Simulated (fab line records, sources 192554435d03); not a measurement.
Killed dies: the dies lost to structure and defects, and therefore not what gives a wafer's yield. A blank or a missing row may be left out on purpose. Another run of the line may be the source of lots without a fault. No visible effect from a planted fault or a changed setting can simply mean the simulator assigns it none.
Which tool did it? :: flow n5 finfet :: 12 lots, 36 wafers sampled, at 2 steps of a route of 1938

## WHAT THE GAUGES SHOWED, per wafer
N5_BEOL_M0_CUTY_OVL_MEAS_58.
lot: L075
measured: day 6 01:38
on: overlay-02
M0_ABLK_OVL (nm): 0.7 -0.1 -0.2

lot: L078
measured: day 6 15:11
on: overlay-01
M0_ABLK_OVL (nm): -0.2 1.1 1.0

lot: L079
measured: day 6 22:44
on: overlay-01
M0_ABLK_OVL (nm): 0.2 0.3 0.9

lot: L081
measured: day 7 10:59
on: overlay-01
M0_ABLK_OVL (nm): -0.4 -1.0 -0.9

lot: L083
measured: day 8 00:31
on: overlay-01
M0_ABLK_OVL (nm): -0.1 -0.9 -0.1

lot: L085
measured: day 8 10:58
on: overlay-01
M0_ABLK_OVL (nm): -0.7 0.1 -0.4

lot: L086
measured: day 9 01:14
on: overlay-02
M0_ABLK_OVL (nm): 0.7 0.5 0.3

lot: L089
measured: day 9 17:08
on: overlay-02
M0_ABLK_OVL (nm): 0.9 1.1 1.4

lot: L091
measured: day 10 00:58
on: overlay-02
M0_ABLK_OVL (nm): 0.4 0.8 0.5

lot: L093
measured: day 10 11:55
on: overlay-01
M0_ABLK_OVL (nm): 1.3 0.5 1.6

lot: L095
measured: day 10 18:23
on: overlay-02
M0_ABLK_OVL (nm): -0.2 0.5 -0.2

lot: L097
measured: day 11 20:11
on: overlay-01
M0_ABLK_OVL (nm): -0.6 0.4 -0.4

## WHAT TOOL EACH LOT RAN ON (gives the tool, then ch and the chambers of the sampled wafers, and finally the start)
lot: L075
N5_BEOL_M0_SAQP_STRIP_75: rie diel-01 ch 0,1,2, day 6 01:13

lot: L078
N5_BEOL_M0_SAQP_STRIP_75: rie diel-03 ch 0,1,2, day 6 14:53

lot: L079
N5_BEOL_M0_SAQP_STRIP_75: rie diel-01 ch 0,1,2, day 6 22:18

lot: L081
N5_BEOL_M0_SAQP_STRIP_75: rie diel-01 ch 1,2,3, day 7 10:34

lot: L083
N5_BEOL_M0_SAQP_STRIP_75: rie diel-03 ch 1,2,3, day 8 00:13

lot: L085
N5_BEOL_M0_SAQP_STRIP_75: rie diel-01 ch 1,2, day 8 10:32

lot: L086
N5_BEOL_M0_SAQP_STRIP_75: rie diel-01 ch 0,2,3, day 9 00:49

lot: L089
N5_BEOL_M0_SAQP_STRIP_75: rie diel-01 ch 1,2,3, day 9 16:43

lot: L091
N5_BEOL_M0_SAQP_STRIP_75: rie diel-01 ch 0,3, day 10 00:41

lot: L093
N5_BEOL_M0_SAQP_STRIP_75: rie diel-04 ch 1,2,3, day 10 11:37

lot: L095
N5_BEOL_M0_SAQP_STRIP_75: rie diel-03 ch 0,1, day 10 18:05

lot: L097
N5_BEOL_M0_SAQP_STRIP_75: rie diel-01 ch 1,2, day 11 19:46
- N5_BEOL_M0_SAQP_STRIP_75: strips in CF4.

## THE ANSWER, worked out from the rows above alone
Rule: the lots themselves supply what counts as usual. The widest of any qualifying gaps counts: lots, ordered by their means at a reading, are off when they make up no more than a third of the lots, leave a main group of 4 or more, and stand apart from it by 3 or more times the standard deviation of that group's means. A main group is skipped when, at the precision printed for the reading in the tables above, its means are all equal. A lot without any number at a reading at which 4 lots or more have one is off too. The other lots that the step has rows for count as sound.
Across all readings shown, no lot is off: no conclusion can be drawn from this.

## WHAT HAD BEEN PUT IN BY THE SIMULATOR
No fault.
